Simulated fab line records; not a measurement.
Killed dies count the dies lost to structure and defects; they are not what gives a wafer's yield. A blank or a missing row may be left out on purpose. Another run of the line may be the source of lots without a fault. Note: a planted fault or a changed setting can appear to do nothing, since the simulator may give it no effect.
fab line records	flow n5Finfet
[record] lots = 11	wafers = 32	lastDay = 19
route steps=1938 shown MOL_CONTACT_COAG@528
lots that met no fault: from a run of the same line without faults
startH: start of the lot's first displayed wafer, in hours after the record's first day	waitH: time in hours since the lot's previous step	" the same as in the row above	L1.1+2: a row that stands for several wafers	- either no value or no given start	* or withheld: withheld	< > ~ a bound
route shown NAME@n: names a module that has steps shown in the file, with the first one's number in the route	usual: mean/standard deviation of fault-free wafers	same: alike in all rows	chamber/n: place in a boat	sites: the reading at each site	_std_site: the standard deviation of these	_edge_site: inner sites' mean taken away from outer sites' mean	radiusMm: how far each site lies from the wafer's centre	mask NAME#n: copy n	behind: the tool/chamber that last shaped the wafer	hold: what put the lot on hold/how long, in hours/how the hold closed	device: the n, p or np transistor that did not switch	end of line: tests run on the same wafers once the route is complete	where a step has no rows: the recipe by itself	killed: the dies lost at the first sort to structure and to defects; this is not the yield of the wafer	map: the dies of a wafer, with x for killed, . for not killed, _ for no die there
set.NAME: the setting as run; set.NAME@STEP: as run at that earlier step	model.NAME: the simulator's own value behind a step, which no gauge read
a sample of lots followed through the steps of the route, with each step as a table and each wafer as a row
services: the hour from which a tool's chamber was out of use, counted from the record's first day as startH (under 0 if before that day), plus the number of hours and why
[[steps]]
[step N5_MOL_CONTACT_COAG_INSPECT_10]
[recipe] mode = adi	inspectInstrument = brightfield
[usual] rawDefectCount = 72/29
lot.wafer	tool	chamber	startH	waitH	rawDefectCount
L555.1	defectInspect-02	-	111.54	0.1	51
L555.2	"	-	"	"	41
L555.6	"	-	"	"	28
L556.3	defectInspect-02	-	120.81	0.0	57
L556.4	"	-	"	"	52
L556.6	"	-	"	"	58
L558.2	defectInspect-01	-	132.89	0.0	66
L558.3	"	-	"	"	97
L558.5	"	-	"	"	112
L560.1	defectInspect-01	-	148.54	0.1	48
L560.2	"	-	"	"	58
L562.1	defectInspect-01	-	166.27	0.1	52
L562.2	"	-	"	"	62
L562.6	"	-	"	"	73
L563.4	defectInspect-02	-	169.00	0.0	87
L563.5	"	-	"	"	72
L563.6	"	-	"	"	60
L565.2	defectInspect-02	-	178.16	0.0	74
L565.3	"	-	"	"	54
L565.6	"	-	"	"	96
L566.3	defectInspect-02	-	183.87	0.0	56
L566.4	"	-	"	"	63
L566.6	"	-	"	"	47
L571.2	defectInspect-01	-	213.30	0.0	74
L571.5	"	-	"	"	94
L571.6	"	-	"	"	68
L573.4	defectInspect-01	-	223.39	0.0	53
L573.5	"	-	"	"	64
L573.6	"	-	"	"	61
L574.1	defectInspect-02	-	229.77	0.1	84
L574.2	"	-	"	"	134
L574.5	"	-	"	"	125
[step N5_MOL_CONTACT_COAG_ETCH_106]
[recipe] chemistry = N2/H2	target = SOC	targetDepthA = 800	overetchA = 160	maskMaterial = SiARC	tempC = 40	timeS = 120	ionEnergyEv = 200	pressureMtorr = 30	sourceW = 840	biasW = 150	n2FlowSccm = 200	h2FlowSccm = 200
[usual] drypumpMotorCurrentA = 5.9/0.43	oesProductAu = 0.70/0.061	rfVppV = 524.2/2	showerheadPlenumPTorr = 2.55/0.07	throttleValvePct = 17.79/0.22
lot.wafer	tool	chamber	startH	waitH	drypumpMotorCurrentA	oesProductAu	rfHoursCounterH	rfVppV	showerheadPlenumPTorr	throttleValvePct
L555.1	rieDiel-03	0	111.90	0.0	6.1	0.65	151	523.3	2.51	17.88
L555.2	"	3	"	"	6.3	0.77	54	522.4	2.47	17.36
L555.6	"	0	"	"	6.1	0.65	-	523.9	2.51	17.90
L556.3	rieDiel-01	2	120.92	0.0	6.2	0.85	12	526.0	2.60	17.80
L556.4	"	1	"	"	6.0	0.65	150	520.6	2.41	17.57
L556.6	"	2	"	"	6.2	0.84	-	525.6	2.60	17.78
L558.2	rieDiel-01	1	133.41	0.0	5.9	0.66	155	520.7	2.41	17.59
L558.3	"	3	"	"	6.1	0.65	211	523.2	2.52	18.17
L558.5	"	1	"	"	6.0	0.65	-	521.0	2.41	17.58
L560.1	rieDiel-06	1	149.20	0.0	6.5	0.63	227	526.3	2.62	18.19
L560.2	"	3	"	"	5.3	0.78	26	526.9	2.59	17.67
L562.1	rieDiel-06	3	166.39	0.0	5.3	0.77	31	526.0	2.58	17.68
L562.2	"	1	"	"	6.5	0.63	233	525.1	2.62	18.19
L562.6	"	3	"	"	5.3	0.77	-	524.5	2.58	17.68
L563.4	rieDiel-01	1	169.11	0.0	6.0	0.65	166	520.1	2.41	17.61
L563.5	"	1	"	"	6.0	0.65	-	521.7	2.41	17.62
L563.6	"	0	"	"	6.5	0.71	-	525.8	2.65	17.93
L565.2	rieDiel-01	1	178.29	0.0	6.0	0.64	170	521.2	2.40	17.61
L565.3	"	2	"	"	6.2	0.81	30	525.2	2.59	17.83
L565.6	"	3	"	"	6.1	0.64	-	523.4	2.51	18.21
L566.3	rieDiel-03	3	184.23	0.0	6.3	0.75	79	521.6	2.46	17.41
L566.4	"	1	"	"	5.4	0.74	75	526.1	2.59	17.98
L566.6	"	1	"	"	5.5	0.74	-	525.5	2.58	17.95
L571.2	rieDiel-06	2	213.42	0.0	5.4	0.66	203	522.2	2.53	17.81
L571.5	"	3	"	"	5.3	0.75	-	523.6	2.58	17.72
L571.6	"	0	"	"	5.7	0.69	-	528.4	2.64	17.67
L573.4	rieDiel-01	3	223.50	0.0	6.1	0.63	240	523.8	2.50	18.25
L573.5	"	0	"	"	6.4	0.68	-	527.7	2.64	17.98
L573.6	"	3	"	"	6.1	0.62	-	524.0	2.50	18.23
L574.1	rieDiel-03	3	229.97	0.0	6.3	0.73	93	520.8	2.46	17.42
L574.2	"	1	"	"	5.5	0.72	89	525.3	2.58	17.99
L574.5	"	3	"	"	6.3	0.74	-	520.0	2.46	17.42
[step N5_MOL_CONTACT_COAG_ETCH_15]
[recipe] chemistry = CH3F/O2	target = SiNx	targetDepthA = 70	maskMaterial = SOC	stopOn = Si:P	overEtchFrac = 0.75	ionEnergyEv = 120	pressureMtorr = 30	sourceW = 395	biasW = 73	Ar_flow_sccm = 150	CH3F_flow_sccm = 30	O2_flow_sccm = 20
[usual] drypumpMotorCurrentA = 5.9/0.43	oes_f_703_au = 0.77/0.064	oesProductAu = 0.57/0.051	rfVppV = 295/7.6	showerheadPlenumPTorr = 2.01/0.055	throttleValvePct = 16.37/0.25
lot.wafer	tool	chamber	startH	waitH	drypumpMotorCurrentA	oes_f_703_au	oesProductAu	rfHoursCounterH	rfVppV	showerheadPlenumPTorr	throttleValvePct
L555.1	rieDiel-03	0	112.04	0.0	6.1	0.80	0.54	151	280	2.02	16.72
L555.2	"	3	"	"	6.3	0.83	0.64	54	296	1.94	15.85
L555.6	"	0	"	"	6.1	0.79	0.54	-	280	2.02	16.72
L556.3	rieDiel-01	2	121.06	0.0	6.2	0.92	0.69	12	297	2.05	16.33
L556.4	"	1	"	"	6.0	0.70	0.54	150	297	1.93	16.38
L556.6	"	2	"	"	6.3	0.93	0.68	-	297	2.05	16.34
L558.2	rieDiel-01	1	133.55	0.0	6.0	0.70	0.54	155	298	1.93	16.41
L558.3	"	3	"	"	6.1	0.76	0.53	211	306	1.98	16.65
L558.5	"	1	"	"	6.0	0.70	0.53	-	297	1.93	16.40
L560.1	rieDiel-06	1	149.34	0.0	6.5	0.68	0.52	227	304	2.06	16.65
L560.2	"	3	"	"	5.3	0.83	0.64	26	298	2.06	16.35
L562.1	rieDiel-06	3	166.52	0.0	5.3	0.81	0.63	32	297	2.06	16.37
L562.2	"	1	"	"	6.5	0.67	0.52	233	303	2.06	16.68
L562.6	"	3	"	"	5.3	0.81	0.63	-	299	2.06	16.38
L563.4	rieDiel-01	1	169.25	0.0	5.9	0.69	0.52	166	297	1.93	16.44
L563.5	"	1	"	"	5.9	0.69	0.53	-	299	1.93	16.43
L563.6	"	0	"	"	6.5	0.73	0.57	-	300	2.08	16.39
L565.2	rieDiel-01	1	178.43	0.0	5.9	0.69	0.53	170	298	1.92	16.45
L565.3	"	2	"	"	6.2	0.89	0.67	30	296	2.04	16.38
L565.6	"	3	"	"	6.1	0.76	0.52	-	305	1.97	16.70
L566.3	rieDiel-03	3	184.37	0.0	6.3	0.80	0.61	79	295	1.94	15.90
L566.4	"	1	"	"	5.5	0.83	0.60	75	295	2.03	16.52
L566.6	"	1	"	"	5.4	0.83	0.60	-	295	2.03	16.50
L571.2	rieDiel-06	2	213.55	0.0	5.4	0.73	0.54	203	287	1.98	16.29
L571.5	"	3	"	"	5.3	0.79	0.62	-	297	2.06	16.41
L571.6	"	0	"	"	5.7	0.78	0.57	-	282	2.10	16.40
L573.4	rieDiel-01	3	223.64	0.0	6.1	0.75	0.51	240	305	1.97	16.74
L573.5	"	0	"	"	6.5	0.72	0.56	-	300	2.07	16.44
L573.6	"	3	"	"	6.1	0.74	0.51	-	306	1.97	16.73
L574.1	rieDiel-03	3	230.11	0.0	6.3	0.78	0.60	93	296	1.93	15.94
L574.2	"	1	"	"	5.5	0.80	0.59	89	294	2.03	16.52
L574.5	"	3	"	"	6.3	0.78	0.60	-	295	1.93	15.94
[step N5_MOL_CONTACT_COAG_CMP_23]
[recipe] stopOn = SiO2	tOverpolishS = 1.5	postCmpClean = cuAlkaline	downForcePsi = 2	platenRpm = 50.289	padVelocityMS = 1.0006	targetThkNm = 0
[usual] motorCurrentA = 8.1/0.83	overpolishRunS = 1.501/0.009	padLifeWafers = 1464/380	platenRpm = 50.29/0.032	timeToEndpointS = 7.9/2
lot.wafer	tool	chamber	startH	waitH	motorCurrentA	overpolishRunS	padLifeWafers	platenRpm	timeToEndpointS
L555.2	cmp-04	2	118.24	0.1	7.9	1.509	1118	50.23	9.4
L555.1	"	3	"	"	8.9	1.507	1119	50.31	6.7
L555.6	"	0	"	"	8.3	1.485	-	50.34	9.8
L556.4	cmp-03	0	127.31	0.2	7.1	1.483	1226	50.30	6.6
L556.3	"	1	"	"	9.3	1.515	1227	50.28	7.6
L556.6	"	2	"	"	8.7	1.484	-	50.30	8.3
L558.3	cmp-04	3	137.66	0.1	8.8	1.493	1279	50.35	5.5
L558.2	"	0	"	"	8.1	1.485	1280	50.22	6.5
L558.5	"	3	"	"	9.0	1.507	-	50.27	5.7
L560.2	cmp-04	1	154.27	0.1	7.8	1.497	1418	50.26	6.5
L560.1	"	2	"	"	7.7	1.492	1419	50.24	8.9
L562.1	cmp-03	2	171.90	0.1	8.1	1.500	1609	50.29	9.3
L562.2	"	3	"	"	7.5	1.502	1610	50.25	8.1
L562.6	"	2	"	"	8.2	1.501	-	50.27	9.6
L563.4	cmp-03	2	174.80	0.1	8.3	1.513	1646	50.31	9.1
L563.6	"	0	"	"	7.0	1.515	-	50.27	5.3
L563.5	"	1	"	"	9.5	1.496	-	50.31	5.9
L565.2	cmp-03	0	184.61	0.0	7.3	1.504	1740	50.27	7.1
L565.3	"	2	"	"	8.6	1.498	1742	50.29	9.5
L565.6	"	0	"	"	6.9	1.508	-	50.33	6.5
L566.4	cmp-03	2	191.20	0.1	8.7	1.511	1784	50.34	8.7
L566.3	"	3	"	"	7.1	1.498	1785	50.29	7.4
L566.6	"	0	"	"	7.3	1.491	-	50.29	4.0
L571.2	cmp-03	3	218.47	0.1	7.2	1.498	2011	55.31	4.5
L571.6	"	2	"	"	8.3	1.507	-	55.33	6.7
L571.5	"	3	"	"	7.7	1.493	-	55.31	4.2
L573.4	cmp-03	0	228.70	0.0	6.8	1.511	2082	55.32	4.2
L573.6	"	0	"	"	6.9	1.487	-	55.37	6.0
L573.5	"	1	"	"	9.7	1.515	-	55.31	7.3
L574.1	cmp-01	3	235.23	0.0	7.7	1.490	1434	50.29	9.8
L574.2	"	2	"	"	8.2	1.483	1437	50.30	11.2
L574.5	"	3	"	"	8.2	1.514	-	50.25	12.0
[[services]]
tool	chamber	startH	hours	kind
rieDiel-03	1	92.41	36.0	repair
cmp-01	-	117.98	0.6	repair
cmp-01	-	124.82	5.8	repair
cmp-01	-	162.61	1.0	repair
cmp-01	-	173.77	0.7	repair
cmp-01	-	177.34	6.2	pm
cmp-01	-	198.41	2.6	repair
cmp-04	-	212.82	0.3	repair
rieDiel-06	1	220.53	-	clean
rieDiel-06	1	220.53	-	consumableReplace:focusRing
rieDiel-06	1	220.53	20.2	scheduledDown
rieDiel-06	1	220.53	20.2	ventCycle
rieDiel-03	-	222.26	2.8	pm
cmp-04	-	227.49	4.0	pm
cmp-04	-	231.49	-	consumableReplace:conditioner
cmp-04	-	231.49	-	consumableReplace:pad
cmp-01	-	231.61	2.1	repair
[[key]]
[firstSign] step = N5_MOL_CONTACT_COAG_CMP_23	reading = platenRpm	direction = up	sigmas = 99+	usual = 50.29	struck = 55.32
effect none on later readings
metAt N5_MOL_CONTACT_COAG_CMP_23
struckLots L571,L573
testerLeftOut L571,L573
notActingAt N5_MOL_CONTACT_COAG_INSPECT_10,N5_MOL_CONTACT_COAG_ETCH_106,N5_MOL_CONTACT_COAG_ETCH_15
onsetBetween 191.20 218.47
[fault] kind = processParameterDrift	tool = cmp-03	chamber = -	onsetH = 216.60	steps = N5_MOL_CONTACT_COAG_CMP_23	channel = platenRpm	offset = 5.0289	shape = step	endH = 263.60	actsIn = theseRecipesOnly	stated = 50.289
// testerLeftOut: of these lots the tester's yield and bins aren't shown, on N5 and GAA mostly nor the transistor test; their killed dies are dies lost to structure and defects alone, not to doping, threshold or leakage, so they don't give the yield
